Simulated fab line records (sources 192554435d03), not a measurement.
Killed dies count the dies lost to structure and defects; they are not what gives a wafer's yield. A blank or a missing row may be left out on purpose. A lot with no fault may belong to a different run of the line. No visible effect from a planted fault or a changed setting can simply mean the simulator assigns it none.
Matching of chambers | flow n5_finfet | N5_MOL_CONTACT_COAG_DESCUM_88 on rie_diel-01 has 4 sister chambers
The step chemistry O2, time 7 s. 4 wafers are shown with their chamber, then 7 later ones without.

== WAFERS, EACH WITH ITS CHAMBER ==
wafer  | chamber | showerhead_plenum_p_Torr (Torr)
L086.4 | 3       | 2.13
L086.6 | 2       | 1.97
L087.2 | 0       | 2.06
L087.3 | 1       | 2.15

== WAFERS WITHOUT THEIR CHAMBER ==
wafer  | showerhead_plenum_p_Torr (Torr)
L087.5 | 2.15
L093.1 | 2.12
L093.2 | 2.14
L093.5 | 2.12
L097.3 | 2.12
L097.5 | 2.14
L097.6 | 2.23

== CHAMBER TAKEN BY EACH ==
wafer  | from the rows above          | in truth
L087.5 | can't be placed: 1 or 3      | 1
L093.1 | can't be placed: 3 or 1 or 0 | 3
L093.2 | can't be placed: 1 or 3      | 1
L093.5 | can't be placed: 3 or 1 or 0 | 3
L097.3 | can't be placed: 3 or 1 or 0 | 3
L097.5 | can't be placed: 1 or 3      | 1
L097.6 | can't be placed: 1 or 3      | 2
Correctly placed: 0 of 7. Unplaceable from these rows: 7, with the true chamber sitting among the candidates in 6. 0 placed wrongly.
How it was worked out, from the rows above alone: a wafer's distance from a chamber is the root of the sum, over the readings, of the square of ((its reading less the chamber's mean) divided by the reading's scatter). If the next closest chamber is less than 2 further off than the closest, the wafer can't be placed; otherwise it belongs to the closest. The mean given for a chamber averages the wafers shown for that chamber. The scatter: with one shown wafer a chamber, the root of the mean of the squares of how far each hidden wafer lies from its nearest shown one.
